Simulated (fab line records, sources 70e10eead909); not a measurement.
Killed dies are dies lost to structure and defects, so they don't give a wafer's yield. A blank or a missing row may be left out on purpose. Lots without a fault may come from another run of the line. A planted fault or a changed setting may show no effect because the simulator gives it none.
Which tool did it? | flow nand_harc | 24 lots, 72 wafers sampled, at 4 steps of a route of 1302

WHAT THE GAUGES READ, wafer by wafer
NHARC_P_GATE_CD_MEAS_91: target cd 2000 nm.
lot  | measured     | on        | cd_nm (nm)
L074 | day 5 22:43  | cd_sem-01 | 2001.0 1996.8 1997.4
L075 | day 6 06:28  | cd_sem-01 | 2001.0 2000.3 1996.4
L076 | day 6 12:01  | cd_sem-03 | 1997.8 2000.2 1999.9
L077 | day 7 06:11  | cd_sem-01 | 1997.9 1998.7 1998.0
L078 | day 7 08:16  | cd_sem-02 | 1998.0 2001.1 2000.1
L079 | day 7 21:06  | cd_sem-02 | 1998.3 2000.0 2000.8
L081 | day 8 13:12  | cd_sem-02 | 1997.1 2002.1 1995.6
L080 | day 8 14:37  | cd_sem-02 | 1994.7 2000.7 1998.1
L082 | day 9 01:56  | cd_sem-01 | 2001.7 2002.5 2000.0
L083 | day 9 18:05  | cd_sem-01 | 2002.4 2003.2 2000.2
L084 | day 10 02:30 | cd_sem-02 | 2000.0 2000.9 2001.8
L085 | day 10 11:10 | cd_sem-03 | 2000.6 2000.5 2000.5
L087 | day 10 22:11 | cd_sem-02 | 1996.4 1999.7 1998.6
L086 | day 10 22:35 | cd_sem-01 | 1999.5 1995.6 2000.8
L088 | day 11 18:47 | cd_sem-02 | 1996.5 2000.5 1998.5
L089 | day 11 19:34 | cd_sem-02 | 2001.4 2000.2 1998.2
L090 | day 12 10:26 | cd_sem-03 | 2004.0 2003.8 2000.0
L091 | day 12 20:27 | cd_sem-01 | 2000.4 2001.5 1997.8
L092 | day 13 01:54 | cd_sem-02 | 1996.2 1997.5 1997.9
L093 | day 13 13:22 | cd_sem-01 | 2000.2 2004.8 2000.0
L094 | day 13 20:23 | cd_sem-01 | 1998.1 1997.4 1998.5
L095 | day 14 12:36 | cd_sem-03 | 2002.1 2000.5 2001.1
L096 | day 14 20:50 | cd_sem-01 | 1998.9 1997.1 1998.3
L097 | day 15 03:13 | cd_sem-03 | 1999.6 1995.3 1999.0

NHARC_P_M0_INSPECT_27.
lot  | measured     | on                | raw_defect_count
L074 | day 6 10:17  | defect_inspect-01 | 395 906 329
L075 | day 6 18:00  | defect_inspect-02 | 345 437 239
L076 | day 6 23:34  | defect_inspect-02 | 386 283 190
L077 | day 7 17:59  | defect_inspect-01 | 216 125 305
L078 | day 7 19:55  | defect_inspect-02 | 174 249 342
L079 | day 8 08:50  | defect_inspect-01 | 261 193 192
L081 | day 9 00:37  | defect_inspect-01 | 204 343 111
L080 | day 9 02:03  | defect_inspect-02 | 211 250 256
L082 | day 9 13:33  | defect_inspect-02 | 440 401 306
L083 | day 10 06:09 | defect_inspect-01 | 191 229 251
L084 | day 10 14:34 | defect_inspect-02 | 148 360 149
L085 | day 11 03:09 | defect_inspect-01 | 207 253 167
L087 | day 11 11:33 | defect_inspect-01 | 316 457 369
L086 | day 11 12:37 | defect_inspect-02 | 243 262 273
L088 | day 12 06:29 | defect_inspect-02 | 314 241 262
L089 | day 12 07:43 | defect_inspect-02 | 195 229 166
L090 | day 12 21:54 | defect_inspect-02 | 192 154 143
L091 | day 13 08:14 | defect_inspect-02 | 796 358 436
L092 | day 13 13:21 | defect_inspect-02 | 476 704 468
L093 | day 14 01:02 | defect_inspect-02 | 130 152 160
L094 | day 14 08:41 | defect_inspect-01 | 277 210 158
L095 | day 15 00:12 | defect_inspect-02 | 202 333 300
L096 | day 15 08:49 | defect_inspect-01 | 453 258 234
L097 | day 15 15:05 | defect_inspect-01 | 340 464 390

NHARC_P_M1_CD_MEAS_16.
lot  | measured     | on        | cd_nm (nm)
L074 | day 6 12:37  | cd_sem-03 | 130.8 129.2 131.6
L075 | day 6 19:55  | cd_sem-02 | 129.2 129.1 129.7
L076 | day 7 01:20  | cd_sem-01 | 129.8 128.1 130.5
L077 | day 7 19:52  | cd_sem-01 | 130.3 129.4 130.1
L078 | day 7 21:46  | cd_sem-02 | 131.6 129.3 130.0
L079 | day 8 10:43  | cd_sem-02 | 127.9 128.7 130.2
L081 | day 9 02:25  | cd_sem-01 | 129.3 128.4 129.6
L080 | day 9 03:49  | cd_sem-02 | 129.6 129.3 129.5
L082 | day 9 15:39  | cd_sem-01 | 129.9 129.2 130.1
L083 | day 10 08:02 | cd_sem-01 | 129.3 130.6 130.4
L084 | day 10 16:21 | cd_sem-03 | 129.3 129.8 130.2
L085 | day 11 05:10 | cd_sem-03 | 130.0 129.6 129.3
L087 | day 11 13:27 | cd_sem-03 | 130.0 130.3 128.0
L086 | day 11 14:22 | cd_sem-02 | 129.2 129.9 129.4
L088 | day 12 08:32 | cd_sem-03 | 129.7 130.6 128.8
L089 | day 12 09:35 | cd_sem-02 | 129.7 130.3 130.4
L090 | day 12 23:43 | cd_sem-03 | 129.1 130.0 129.3
L091 | day 13 10:08 | cd_sem-01 | 130.1 130.8 128.4
L092 | day 13 15:14 | cd_sem-03 | 130.2 129.3 130.3
L093 | day 14 03:02 | cd_sem-01 | 129.9 129.2 129.2
L094 | day 14 10:44 | cd_sem-02 | 128.5 129.7 128.6
L095 | day 15 02:04 | cd_sem-01 | 128.5 128.1 130.1
L096 | day 15 10:42 | cd_sem-02 | 130.0 129.1 128.2
L097 | day 15 16:58 | cd_sem-02 | 129.5 129.7 130.6

WHICH TOOL RAN EACH LOT (tool, then ch and the chambers of the sampled wafers, then the start)
lot  | NHARC_P_M0_ETCH_34
L074 | rie_diel-01 ch 0,1,3, day 6 07:55
L075 | rie_diel-01 ch 0,1,2, day 6 15:37
L076 | rie_diel-13 ch 0,3, day 6 21:07
L077 | rie_diel-06 ch 0,3, day 7 15:17
L078 | rie_diel-06 ch 0,1,2, day 7 17:25
L079 | rie_diel-01 ch 0,1, day 8 06:16
L081 | rie_diel-06 ch 0,2, day 8 22:15
L080 | rie_diel-06 ch 0,1,3, day 8 23:37
L082 | rie_diel-01 ch 0,3, day 9 11:10
L083 | rie_diel-06 ch 1,2,3, day 10 03:29
L084 | rie_diel-01 ch 0,3, day 10 12:08
L085 | rie_diel-06 ch 0,1,3, day 10 20:35
L087 | rie_diel-13 ch 0,1, day 11 09:09
L086 | rie_diel-06 ch 1,2,3, day 11 09:26
L088 | rie_diel-06 ch 0,3, day 12 04:01
L089 | rie_diel-06 ch 1,2,3, day 12 04:41
L090 | rie_diel-13 ch 1,2,3, day 12 19:28
L091 | rie_diel-01 ch 1,2, day 13 05:40
L092 | rie_diel-06 ch 0,1, day 13 10:58
L093 | rie_diel-01 ch 0,1,3, day 13 22:26
L094 | rie_diel-01 ch 0,3, day 14 06:17
L095 | rie_diel-13 ch 1,2,3, day 14 21:47
L096 | rie_diel-01 ch 1,2,3, day 15 06:13
L097 | rie_diel-06 ch 0,3, day 15 12:29
- NHARC_P_M0_ETCH_34: etches the open film in N2/H2, target depth 40 nm, overetch 12 nm, time 43.94 s.

WHAT THE TOOLS THEMSELVES READ (means of the sampled wafers that have a number; where no wafer has one, the mark that the record gives instead)
NHARC_P_M0_ETCH_34.
lot  | tool        | drypump_motor_current_A (A) | h2_flow_sccm (sccm) | oes_product_au (a.u.) | rf_vpp_V (V) | showerhead_plenum_p_Torr (Torr) | throttle_valve_pct (%)
L074 | rie_diel-01 | 6.0                         | 149.7               | 0.990                 | 430.9        | 2.06                            | 14.179
L075 | rie_diel-01 | 5.9                         | 149.7               | 0.985                 | 431.8        | 2.09                            | 14.178
L076 | rie_diel-13 | 5.4                         | 150.0               | 1.002                 | 429.4        | 2.01                            | 14.170
L077 | rie_diel-06 | 6.0                         | 149.8               | 0.984                 | 429.7        | 2.01                            | 14.176
L078 | rie_diel-06 | 5.6                         | 150.3               | 1.000                 | 428.7        | 1.98                            | 14.168
L079 | rie_diel-01 | 5.8                         | 149.6               | 1.006                 | 431.7        | 2.11                            | 14.169
L081 | rie_diel-06 | 5.9                         | 149.7               | 0.996                 | 428.9        | 1.97                            | 14.171
L080 | rie_diel-06 | 5.6                         | 150.1               | 0.998                 | 429.2        | 2.00                            | 14.180
L082 | rie_diel-01 | 6.2                         | 149.9               | 0.989                 | 428.9        | 1.98                            | 14.178
L083 | rie_diel-06 | 5.5                         | 149.7               | 0.988                 | 429.2        | 2.00                            | 14.177
L084 | rie_diel-01 | 6.2                         | 150.1               | 0.993                 | 429.7        | 1.98                            | 14.164
L085 | rie_diel-06 | 5.6                         | 149.9               | 0.992                 | 428.7        | 2.00                            | 14.175
L087 | rie_diel-13 | 5.8                         | 150.5               | 0.996                 | 432.6        | 2.12                            | 14.170
L086 | rie_diel-06 | 5.5                         | 149.6               | 0.985                 | 429.0        | 2.00                            | 14.168
L088 | rie_diel-06 | 6.0                         | 150.0               | 0.984                 | 429.4        | 2.00                            | 14.173
L089 | rie_diel-06 | 5.5                         | 149.6               | 0.991                 | 429.8        | 1.99                            | 14.170
L090 | rie_diel-13 | 5.6                         | 149.9               | 1.004                 | 432.4        | 2.08                            | 14.165
L091 | rie_diel-01 | 5.8                         | 150.0               | 1.013                 | 431.0        | 2.05                            | 14.174
L092 | rie_diel-06 | 5.3                         | 149.9               | 0.996                 | 428.8        | 1.98                            | 14.170
L093 | rie_diel-01 | 5.9                         | 150.2               | 1.006                 | 431.0        | 2.04                            | 14.162
L094 | rie_diel-01 | 6.0                         | 150.5               | 0.999                 | 429.7        | 2.03                            | 14.171
L095 | rie_diel-13 | 5.6                         | 149.9               | 1.006                 | 431.5        | 2.08                            | 14.171
L096 | rie_diel-01 | 6.0                         | 149.8               | 1.021                 | 428.7        | 2.02                            | 14.173
L097 | rie_diel-06 | 6.0                         | 150.1               | 0.988                 | 429.1        | 2.00                            | 14.175

THE ANSWER, worked out from the rows above alone
Rule: what is usual is taken from the lots themselves. Put in order of their means at a reading, lots are off if they are a third of the lots or fewer, leave a main group of 4 or more, and stand apart from it by a gap of 3 or more times the standard deviation of the main group's means; of several such gaps the widest counts. A main group whose means are all the same, to the digits that the tables above print for the reading, isn't used. A lot without any number at a reading at which 4 lots or more have one is off too. The other lots that the step has rows for count as sound. The gauges are gone through in route order, then the tools' own readings, and for those a lot's mean is taken as printed above. The first step at which some lot is off is used, and at that step the reading that is off furthest; a lot without a number counts as furthest.
No lot is off at any reading shown: from this, nothing can be told.

WHAT THE SIMULATOR HAD PUT IN
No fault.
